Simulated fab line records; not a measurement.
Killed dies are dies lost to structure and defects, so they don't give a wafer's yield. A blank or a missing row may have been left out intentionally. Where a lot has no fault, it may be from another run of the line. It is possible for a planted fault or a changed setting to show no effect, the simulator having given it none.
One fault through the eyes of 3 desks / flow n5 finfet / numbers are kept per desk, each desk with only its own; the story behind them comes last

## THE DEFECT DESK
Inspection counts along the route, by lot: the mean over sampled wafers that carry a number. If a lot's mean is further than 4 standard deviations from the usual mean, the lot is out of limits and carries the mark OUT (the distance appears in the brackets).
Columns: A = raw defect count at N5_BEOL_M11_INSPECT_13, usual 428
lot=L781; first seen here=day 11 10:49; A=391
lot=L783; first seen here=day 12 03:14; A=318
lot=L789; first seen here=day 14 01:41; A=378
lot=L797; first seen here=day 15 00:32; A=407
lot=L800; first seen here=day 16 10:56; A=498
This desk's finding: nothing out of limits on any of the 5 lots.

## AT THE METROLOGY DESK
What the gauges read, lot by lot, whatever tool the lot ran on: means of the sampled wafers that have a number. If a lot's mean is further than 4 standard deviations from the usual mean, the lot is out of limits and carries the mark OUT (the distance appears in the brackets).
Columns: A = cd nm at N5_BEOL_M11_CD_MEAS_11, usual 64.2 nm; B = M11_OVL at N5_BEOL_M11_OVL_MEAS_12, usual 0.0 nm
lot=L781; first seen here=day 11 10:46; A=64.0; B=-0.7
lot=L783; first seen here=day 12 03:10; A=63.0; B=-0.4
lot=L789; first seen here=day 14 01:38; A=64.7; B=-0.5
lot=L797; first seen here=day 15 00:29; A=64.2; B=1.2
lot=L800; first seen here=day 16 10:52; A=64.7; B=-1.1
This desk's finding: nothing out of limits on any of the 5 lots.

## THE TOOL OWNER'S DESK: rie diel-02
The tool's own readings at N5_BEOL_M11_ETCH_62 (etches SOC in N2/H2, target depth 110 nm, overetch 22 nm, time 165 s): means of the sampled wafers that have a number, for each lot that ran on this tool. If a lot's mean is further than 4 standard deviations from the usual mean, the lot is out of limits and carries the mark OUT (the distance appears in the brackets).
Columns: A = bias w at N5_BEOL_M11_ETCH_62, usual 150.0 W; B = drypump motor current A at N5_BEOL_M11_ETCH_62, usual 5.7 A; C = oes product au at N5_BEOL_M11_ETCH_62, usual 0.67 a.u.; D = rf fwd power W at N5_BEOL_M11_ETCH_62, usual 836.6 W; E = rf vpp V at N5_BEOL_M11_ETCH_62, usual 522.5 V; F = showerhead plenum p Torr at N5_BEOL_M11_ETCH_62, usual 2.50 Torr; G = throttle valve pct at N5_BEOL_M11_ETCH_62, usual 17.85 %
lot=L781; first seen here=day 11 11:01; A=150.1; B=5.1; C=0.68; D=836.6; E=520.1; F=2.39; G=17.87
lot=L789; first seen here=day 14 01:50; A=150.0; B=5.4; C=0.71; D=837.5; E=519.8; F=2.42; G=17.81
This desk's finding: nothing out of limits on any of the 2 lots.

## TAKEN TOGETHER
Nothing out of limits was seen by the defect desk.
Nothing out of limits was seen by the metrology desk.
Nothing out of limits was seen by the tool owner's desk.

## WHAT HAD BEEN PUT IN BY THE SIMULATOR
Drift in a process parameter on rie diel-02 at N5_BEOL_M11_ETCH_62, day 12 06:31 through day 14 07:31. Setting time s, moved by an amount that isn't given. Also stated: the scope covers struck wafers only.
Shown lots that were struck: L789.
